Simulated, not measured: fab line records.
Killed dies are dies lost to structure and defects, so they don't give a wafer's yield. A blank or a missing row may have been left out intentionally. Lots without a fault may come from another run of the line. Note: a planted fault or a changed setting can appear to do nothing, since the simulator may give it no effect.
Chamber matching + flow nand-harc + NHARC_A_STAIRCASE_CMP_472 on cmp-02: 4 sister chambers
The step polishes SiO2. 4 wafers are shown with their chamber, then 10 later ones without.

== WAFERS PAIRED WITH THEIR CHAMBERS ==
| wafer  | chamber | motor-current-A (A) |
|--------|---------|---------------------|
| L085.2 | 2       | 10.5                |
| L085.3 | 1       | 11.8                |
| L089.1 | 3       | 10.6                |
| L089.2 | 0       | 13.9                |

== WAFERS WHOSE CHAMBER IS MISSING ==
| wafer  | motor-current-A (A) |
|--------|---------------------|
| L089.5 | 13.2                |
| L088.1 | 13.0                |
| L088.2 | 11.8                |
| L088.3 | 11.2                |
| L091.1 | 11.3                |
| L091.3 | 14.1                |
| L091.5 | 14.2                |
| L094.3 | 10.2                |
| L094.4 | 11.5                |
| L094.6 | 10.0                |

== WHICH CHAMBER EACH ONE RAN IN ==
| wafer  | from the rows above          | in truth |
|--------|------------------------------|----------|
| L089.5 | can't be placed: 0 or 1      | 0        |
| L088.1 | can't be placed: 0 or 1      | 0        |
| L088.2 | 1                            | 1        |
| L088.3 | can't be placed: 3 or 1 or 2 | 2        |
| L091.1 | can't be placed: 1 or 3 or 2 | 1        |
| L091.3 | 0                            | 0        |
| L091.5 | 0                            | 0        |
| L094.3 | can't be placed: 2 or 3      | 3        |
| L094.4 | can't be placed: 1 or 3 or 2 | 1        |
| L094.6 | can't be placed: 2 or 3      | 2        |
Placed correctly: 3 of 10. Cannot be placed on the basis of these rows: 7; the candidates contain the true chamber in 7. Wrongly placed: 0.
How it was worked out, from the rows above alone: a wafer's distance from a chamber is the root of the sum, over the readings, of the square of ((its reading less the chamber's mean) divided by the reading's scatter). The wafer belongs to the nearest chamber; if the next one is less than 2 further off, it can't be placed. A chamber's mean is the mean of its shown wafers. The scatter: root of mean squared gap, hidden wafer to nearest shown wafer, with one shown wafer a chamber.
